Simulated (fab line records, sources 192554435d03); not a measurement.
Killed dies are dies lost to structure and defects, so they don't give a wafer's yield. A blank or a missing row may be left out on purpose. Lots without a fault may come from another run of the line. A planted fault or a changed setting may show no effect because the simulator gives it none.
fab line records | flow n5_finfet
record lots=6 wafers=16 last_day=18
route steps=1938 shown BEOL_M9@1427
lots that met no fault: from a run of the same line without faults
start_h: hours from the record's first day to the start of the lot's first wafer shown | wait_h: hours since the lot's step before | " the same as in the row above | L1.1+2: a row that stands for several wafers | - no value, or no start given | * or withheld: withheld | < > ~ a bound
route shown NAME@n: a module of which the file shows steps, and the number in the route of the first | usual: mean/standard deviation of fault-free wafers | same: alike in all rows | chamber/n: place in a boat | sites: the reading at each site | _std_site: their standard deviation | _edge_site: outer sites' mean less inner sites' | radius_mm: how far each site lies from the wafer's centre | mask NAME#n: copy n | behind: the tool/chamber that last shaped the wafer | hold: why the lot was held/for how many hours/how that ended | device: the transistor (n, p or np) that didn't switch | end of line: the same wafers' tests at the end of the route | a step without rows: its recipe alone | killed: dies lost to structure and defects at the first sort, not the wafer's yield | map: a wafer's dies, x killed, . not, _ none there
set.NAME: the setting as run; set.NAME@STEP: as run at that earlier step | model.NAME: the simulator's own value behind a step, which no gauge read
lots at some steps of the route; a table a step, a row a wafer
services: from which hour (start_h, from the record's first day; less than 0 if before it) a tool's chamber was out of use, for how many hours, and why
## steps
# step N5_BEOL_M9_COAT_75
# recipe resist=underlayer temp_c=205 time_s=60 spin_rpm=1500 resist_thk_nm=5
# step N5_BEOL_M9_COAT_22
# recipe resist=CAR-EUV spin_rpm=1500 resist_thk_nm=30
# step N5_BEOL_M9_EBR_24
# recipe solvent=PGMEA ebr_width_mm=1.5
# step N5_BEOL_M9_SOFTBAKE_23
# recipe temp_c=110 time_s=60 resist=CAR-EUV
# step N5_BEOL_M9_EXPOSE_25
# recipe mask_id=V8 na=0.33 source_shape=annular sigma_inner=0.4 sigma_outer=0.8 polarization=unpolarized dose_mj=37.25
# step N5_BEOL_M9_PEB_26
# recipe peb_temp_c=100 peb_time_s=60 resist=CAR-EUV
# step N5_BEOL_M9_DEVELOP_27
# recipe develop_time_s=30 developer=TMAH resist=CAR-EUV rinse_liquid=surfactant_rinse dry=air_spin dev_temp_c=23
# step N5_BEOL_M9_CD_MEAS_28
# recipe target_cd_nm=70 landing_energy_ev=500 detector=se_inlens polarity=opening
# usual cd_nm=69.94/0.28
# columns lot.wafer tool chamber start_h wait_h cd_nm
L148.2 cd_sem-03 0 260.87 - 70.00
L148.3 " 0 " " 70.45
L148.5 " 0 " " 69.97
L152.3 cd_sem-01 0 284.92 - 69.80
L152.4 " 0 " " 69.47
L151.2 cd_sem-02 0 285.25 - 69.72
L151.3 " 0 " " 70.27
L161.1 cd_sem-01 0 349.26 - 69.71
L161.3 " 0 " " 69.74
L161.6 " 0 " " 69.89
L160.2 cd_sem-01 0 361.34 - 70.92
L160.3 " 0 " " 70.40
L160.6 " 0 " " 70.30
L163.1 cd_sem-01 0 364.30 - 69.95
L163.4 " 0 " " 70.78
L163.5 " 0 " " 70.39
# step N5_BEOL_M9_OVL_MEAS_29
# recipe points_per_wafer=522
# usual V8_OVL=-0.8/0.61
# columns lot.wafer tool chamber start_h wait_h V8_OVL[nm]
L148.2 overlay-01 0 260.90 0.0 -1.6
L148.3 " 0 " " -1.1
L148.5 " 0 " " -0.1
L152.3 overlay-01 0 284.96 0.0 0.0
L152.4 " 0 " " -1.3
L151.2 overlay-01 0 285.29 0.0 -1.4
L151.3 " 0 " " -0.2
L161.1 overlay-01 0 349.29 0.0 -0.8
L161.3 " 0 " " -0.6
L161.6 " 0 " " -0.1
L160.2 overlay-02 0 361.38 0.0 -0.4
L160.3 " 0 " " -0.5
L160.6 " 0 " " -0.8
L163.1 overlay-02 0 364.33 0.0 -1.3
L163.4 " 0 " " -1.6
L163.5 " 0 " " -1.5
# step N5_BEOL_M9_INSPECT_30
# recipe mode=adi inspect_instrument=brightfield
# usual raw_defect_count=384/87
# columns lot.wafer tool chamber start_h wait_h raw_defect_count
L148.2 defect_inspect-01 - 260.96 0.0 257
L148.3 " - " " 336
L148.5 " - " " 253
L152.3 defect_inspect-01 - 285.01 0.0 378
L152.4 " - " " 356
L151.2 defect_inspect-02 - 285.34 0.0 538
L151.3 " - " " 458
L161.1 defect_inspect-01 - 349.35 0.1 504
L161.3 " - " " 453
L161.6 " - " " 301
L160.2 defect_inspect-02 - 361.43 0.0 456
L160.3 " - " " 385
L160.6 " - " " 313
L163.1 defect_inspect-02 - 364.39 0.1 565
L163.4 " - " " 595
L163.5 " - " " 434
# step N5_BEOL_M9_DESCUM_33
# recipe chemistry=O2 time_s=7 source_power_w=50 bias_power_w=20 pressure_mtorr=20 rf_frequency_hz=2.712e+07 temp_c=40 resist=CAR-EUV o2_flow_sccm=225
# usual drypump_motor_current_A=5.6/0.45 oes_product_au=0.76/0.092 rf_vpp_V=243.2/1.2 showerhead_plenum_p_Torr=2.10/0.055 temp_c=39.99/0.11 throttle_valve_pct=20.54/0.24
# columns lot.wafer tool chamber start_h wait_h drypump_motor_current_A oes_product_au rf_hours_counter_h rf_vpp_V showerhead_plenum_p_Torr temp_c throttle_valve_pct
L148.2 rie_diel-04 0 261.07 0.1 6.1 0.71 211 244.2 2.08 40.01 20.54
L148.3 " 1 " " 5.5 0.77 135 243.1 2.10 39.93 20.79
L148.5 " 3 " " 4.9 0.99 - 243.4 2.07 39.76 20.37
L152.3 rie_diel-04 2 285.04 0.0 6.5 0.96 3 245.4 2.23 39.97 19.98
L152.4 " 2 " " 6.5 0.96 - 245.2 2.23 39.93 20.00
L151.2 rie_diel-04 1 285.47 0.1 5.5 0.75 144 245.2 2.10 39.90 20.83
L151.3 " 2 " " 6.5 0.96 4 245.2 2.23 39.85 19.99
L161.1 rie_diel-05 1 349.55 0.2 5.6 0.69 234 243.6 2.07 40.06 20.63
L161.3 " 3 " " 5.8 0.70 213 243.0 2.07 40.12 20.58
L161.6 " 2 " " 5.3 0.68 - 242.2 2.08 39.98 20.50
L160.2 rie_diel-05 2 361.46 0.0 5.3 0.68 232 242.8 2.08 40.00 20.50
L160.3 " 1 " " 5.6 0.68 237 241.8 2.07 40.02 20.64
L160.6 " 1 " " 5.5 0.68 - 242.2 2.07 40.02 20.63
L163.1 rie_diel-03 3 364.42 0.0 5.6 0.72 214 242.9 2.17 40.01 20.90
L163.4 " 2 " " 5.1 0.89 42 243.6 2.13 40.00 20.12
L163.5 " 2 " " 5.1 0.90 - 244.9 2.13 39.87 20.10
# step N5_BEOL_M9_ETCH_76
# recipe chemistry=N2/H2 target=underlayer target_depth_a=65 mask_material=CAR-EUV time_s=5.2 ion_energy_ev=200 pressure_mtorr=30 source_w=840 bias_w=150 n2_flow_sccm=200 h2_flow_sccm=200 ends=cleared
# usual drypump_motor_current_A=5.6/0.45 etch_rf_on_time_s=5.24/0.16 oes_product_au=0.65/0.079 rf_vpp_V=523.9/2.3 showerhead_plenum_p_Torr=2.54/0.066 throttle_valve_pct=17.93/0.24
# columns lot.wafer tool chamber start_h wait_h drypump_motor_current_A etch_rf_on_time_s oes_product_au rf_hours_counter_h rf_vpp_V showerhead_plenum_p_Torr throttle_valve_pct
L148.2 rie_diel-04 0 261.10 0.0 6.2 5.09 0.61 211 521.8 2.53 18.06
L148.3 " 1 " " 5.5 5.44 0.64 135 525.1 2.54 18.15
L148.5 " 3 " " 5.0 5.19 0.83 - 525.1 2.48 17.49
L152.3 rie_diel-04 2 285.08 0.0 6.6 5.04 0.84 3 527.9 2.72 17.58
L152.4 " 2 " " 6.6 5.12 0.84 - 530.3 2.72 17.57
L151.2 rie_diel-04 1 285.50 0.0 5.6 5.41 0.64 144 523.4 2.54 18.16
L151.3 " 2 " " 6.6 5.06 0.84 4 529.4 2.72 17.55
L161.1 rie_diel-05 1 349.59 0.0 5.5 5.60 0.56 234 521.2 2.52 18.12
L161.3 " 3 " " 5.8 5.25 0.61 213 522.7 2.52 18.21
L161.6 " 2 " " 5.3 5.37 0.59 - 524.4 2.50 17.82
L160.2 rie_diel-05 2 361.50 0.0 5.3 5.32 0.58 232 522.3 2.50 17.82
L160.3 " 1 " " 5.6 5.52 0.57 237 519.9 2.52 18.10
L160.6 " 1 " " 5.6 5.55 0.57 - 520.7 2.52 18.13
L163.1 rie_diel-03 3 364.45 0.0 5.6 5.09 0.62 214 527.8 2.62 18.16
L163.4 " 2 " " 5.1 5.13 0.75 42 524.4 2.57 17.44
L163.5 " 2 " " 5.1 5.13 0.77 - 524.9 2.57 17.45
# step N5_BEOL_M9_ETCH_65
# recipe chemistry=CF4 target=SiARC target_depth_a=156 mask_material=CAR-EUV time_s=26 ion_energy_ev=80 pressure_mtorr=40 source_w=545 bias_w=36 Ar_flow_sccm=100 cf4_flow_sccm=100 ends=cleared
# usual drypump_motor_current_A=5.6/0.45 etch_rf_on_time_s=26.2/0.7 oes_product_au=0.65/0.078 rf_vpp_V=184.2/1 showerhead_plenum_p_Torr=2.15/0.053 throttle_valve_pct=15.68/0.24
# columns lot.wafer tool chamber start_h wait_h drypump_motor_current_A etch_rf_on_time_s oes_product_au rf_hours_counter_h rf_vpp_V showerhead_plenum_p_Torr throttle_valve_pct
L148.2 rie_diel-04 0 261.12 0.0 6.2 25.3 0.62 211 183.1 2.13 15.75
L148.3 " 1 " " 5.5 26.3 0.65 135 185.7 2.14 15.93
L148.5 " 3 " " 5.0 25.5 0.84 - 184.3 2.11 15.40
L152.3 rie_diel-04 2 285.09 0.0 6.5 17.1 1.06 3 185.7 2.28 15.16
L152.4 " 2 " " 6.5 25.5 0.84 - 185.7 2.28 15.15
L151.2 rie_diel-04 1 285.52 0.0 5.6 26.4 0.65 144 182.9 2.14 15.95
L151.3 " 2 " " 6.5 17.2 1.06 4 185.1 2.28 15.16
L161.1 rie_diel-05 1 349.60 0.0 5.6 27.8 0.56 234 184.2 2.10 15.80
L161.3 " 3 " " 5.8 26.2 0.61 213 183.9 2.11 15.81
L161.6 " 2 " " 5.2 26.7 0.59 - 184.2 2.11 15.63
L160.2 rie_diel-05 2 361.51 0.0 5.3 26.6 0.59 232 183.6 2.11 15.62
L160.3 " 1 " " 5.6 27.9 0.56 237 182.4 2.10 15.81
L160.6 " 1 " " 5.6 28.0 0.56 - 183.9 2.10 15.79
L163.1 rie_diel-03 3 364.47 0.0 5.6 25.3 0.61 214 185.8 2.20 16.05
L163.4 " 2 " " 5.1 25.5 0.76 42 184.7 2.18 15.28
L163.5 " 2 " " 5.1 25.6 0.75 - 183.8 2.18 15.29
# step N5_BEOL_M9_ETCH_66
# recipe chemistry=N2/H2 target=SOC target_depth_a=800 overetch_a=160 mask_material=SiARC temp_c=40 time_s=120 ion_energy_ev=200 pressure_mtorr=30 source_w=840 bias_w=150 n2_flow_sccm=200 h2_flow_sccm=200
# usual drypump_motor_current_A=5.6/0.45 oes_product_au=0.58/0.066 rf_vpp_V=524.0/1.9 showerhead_plenum_p_Torr=2.54/0.066 temp_c=40.00/0.12 throttle_valve_pct=17.89/0.24
# columns lot.wafer tool chamber start_h wait_h drypump_motor_current_A oes_product_au rf_hours_counter_h rf_vpp_V showerhead_plenum_p_Torr temp_c throttle_valve_pct
L148.2 rie_diel-04 0 261.15 0.0 6.2 0.55 211 524.1 2.53 40.16 18.02
L148.3 " 1 " " 5.5 0.59 135 523.7 2.54 39.84 18.11
L148.5 " 3 " " 5.0 0.75 - 523.2 2.48 39.88 17.44
L152.3 rie_diel-04 2 285.12 0.0 6.6 0.74 3 528.1 2.72 39.90 17.54
L152.4 " 2 " " 6.5 0.74 - 528.8 2.72 40.00 17.54
L151.2 rie_diel-04 1 285.55 0.0 5.6 0.58 144 523.8 2.54 40.03 18.11
L151.3 " 2 " " 6.6 0.74 4 527.3 2.72 39.99 17.52
L161.1 rie_diel-05 1 349.63 0.0 5.6 0.53 234 521.9 2.52 39.91 18.07
L161.3 " 3 " " 5.8 0.55 213 524.0 2.52 39.92 18.16
L161.6 " 2 " " 5.3 0.53 - 523.5 2.50 39.72 17.79
L160.2 rie_diel-05 2 361.54 0.0 5.3 0.53 232 523.5 2.50 40.08 17.78
L160.3 " 1 " " 5.6 0.53 237 522.0 2.52 40.03 18.07
L160.6 " 1 " " 5.6 0.53 - 522.0 2.52 39.97 18.07
L163.1 rie_diel-03 3 364.50 0.0 5.6 0.55 214 526.2 2.62 40.02 18.13
L163.4 " 2 " " 5.1 0.67 42 524.9 2.58 40.09 17.41
L163.5 " 2 " " 5.1 0.67 - 524.7 2.57 40.01 17.40
## services
# columns tool chamber start_h hours kind
rie_diel-03 1 238.76 4.5 repair
rie_diel-04 2 254.91 - clean
rie_diel-04 2 254.91 - consumable_replace:focus_ring
rie_diel-04 2 254.91 - consumable_replace:showerhead
rie_diel-04 2 254.91 16.8 scheduled_down
rie_diel-04 2 254.91 16.8 vent_cycle
rie_diel-04 3 285.00 27.2 repair
rie_diel-04 0 322.48 6.7 repair
rie_diel-04 - 351.21 1.5 repair
## key
first_sign step=N5_BEOL_M9_ETCH_65 reading=etch_rf_on_time_s direction=down sigmas=13 usual=* struck=*
effect step=N5_BEOL_M9_ETCH_65 reading=oes_product_au direction=up sigmas=5.3 usual=0.65 struck=1.06
met_at N5_BEOL_M9_ETCH_65
struck_wafers L151.3,L152.3
onset_between 261.12 285.09
fault kind=process_parameter_drift tool=rie_diel-04 chamber=- onset_h=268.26 steps=N5_BEOL_M9_ETCH_65 channel=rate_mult offset=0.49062 shape=step end_h=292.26 scope=struck_wafers_only
